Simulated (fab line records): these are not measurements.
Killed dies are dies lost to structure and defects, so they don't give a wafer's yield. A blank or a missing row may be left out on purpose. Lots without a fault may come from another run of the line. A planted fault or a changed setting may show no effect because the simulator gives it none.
A lot that was struck, set against a sound lot ; flow nand harc ; 19 steps out of a route of 1159
Sound: the wafers L624.2, L624.4, L624.5. Struck: wafers L635.3, L635.4, L635.5. Last of all comes the cause.
Each step with rows lists, per side, the tool, then ch with its chambers, then its first start. Under that, the readings that differ: sound wafers ; struck wafers ; difference of the means ; sigmas: that difference in standard deviations of wafers without a fault.
alike: readings with means less than 2 such deviations apart, plus words and numbers identical on both sides. not compared: withheld readings, readings lacking a value on some wafer, bounds such as >300 that could conceal the same value, and numbers that have no deviation in the record and whose values overlap.
Wherever a step has rows on one side only, a row that says differs or no value, or a row with sigmas, the two part there. Numbers that don't overlap but have no deviation are shown without sigmas and don't part them. Lack of a reading on every wafer of one side parts them only where that side has two or more wafers.

NHARC_P_GATE_CD_MEAS_91: target cd 2000 nm.
  sound on cd sem-01 ch 0, day 5 17:17; struck on cd sem-03 ch 0, day 9 06:00
  alike: cd nm
then, 3 steps without rows for these wafers: NHARC_P_GATE_HARDBAKE_92 (time 80 s); NHARC_P_GATE_DESCUM_93 (chemistry O2, time 3 s); NHARC_P_GATE_IMPLANT_94.
NHARC_P_GATE_STRIP_113: strips in N2/H2, time 740 s.
  sound on plasma asher-02 ch 0,1, day 5 18:01; struck on plasma asher-02 ch 0,1, day 9 06:56
  alike: drypump motor current A, heater power w
  not compared: rf hours counter h
NHARC_P_GATE_STRIP_95: strips in O2.
  sound on plasma asher-02 ch 0,1, day 5 18:37; struck on plasma asher-02 ch 0,1, day 9 07:25
  alike: drypump motor current A, heater power w
  not compared: rf hours counter h
then, 3 steps without rows for these wafers: NHARC_P_GATE_STRIP_96 (strips in SPM, time 900 s); NHARC_P_GATE_RTA_64 (time 1 s); NHARC_P_GATE_ETCH_77 (etches SiO2 in dHF, target depth 6 nm).
NHARC_P_GATE_DEGAS_109: time 60 s.
  sound on pvd sputter-03 at day 5 19:31; struck on pvd sputter-01 at day 9 08:17
reading;sound;struck;difference;sigmas
heater power w (W);523 532 513;360 420 462;-109;-2
then, 2 steps without rows for these wafers: NHARC_P_GATE_PRE_CLEAN_110 (time 30 s); NHARC_P_GATE_SPUTTER_78 (material Ni, target thk 10 nm).
NHARC_P_GATE_SPUTTER_79: material TiN, target thk 10 nm.
  sound on pvd sputter-03 at day 5 19:41; struck on pvd sputter-01 at day 9 08:27
then, 2 steps without rows for these wafers: NHARC_P_GATE_RTA_80 (time 30 s); NHARC_P_GATE_STRIP_67 (strips in SPM, time 600 s).
NHARC_P_GATE_RTA_82: time 30 s.
  sound on rtp anneal-01 ch 0, day 5 20:28; struck on rtp anneal-01 ch 0, day 9 09:05
  alike: anneal temp c max, lamp power pct, lamp_zone_4_pct, lamp_zone_5_pct, lamp_zone_6_pct, wafer_temp_C_max
NHARC_P_GATE_INSPECT_68:
  sound on defect inspect-02 at day 5 20:38; struck on defect inspect-01 at day 9 09:14
reading;sound;struck;difference;sigmas
raw defect count;113 168 98;1365 1287 1408;+1227;+14
NHARC_P_CONTACT_DEP_30: deposits SiNx, target thk 30 nm.
  sound on pecvd-01 ch 0,1,2, day 5 20:42; struck on pecvd-01 ch 0,2, day 9 09:20
  alike: heater power w
-- the record jumps here: 17 days lie between the struck wafers' starts before and after (it left off in module P_CONTACT and takes up again in module END, whose first step shown is number 1159 of the route) --
NHARC_END_SORT_01:
  here the record holds rows for the struck wafers (prober-01 ch 0, day 26 03:32) but none for the sound ones

## WHERE THEY PART
Last at NHARC_END_SORT_01 as far as this record goes, first at NHARC_P_GATE_DEGAS_109.

WHY: what the simulator had put in
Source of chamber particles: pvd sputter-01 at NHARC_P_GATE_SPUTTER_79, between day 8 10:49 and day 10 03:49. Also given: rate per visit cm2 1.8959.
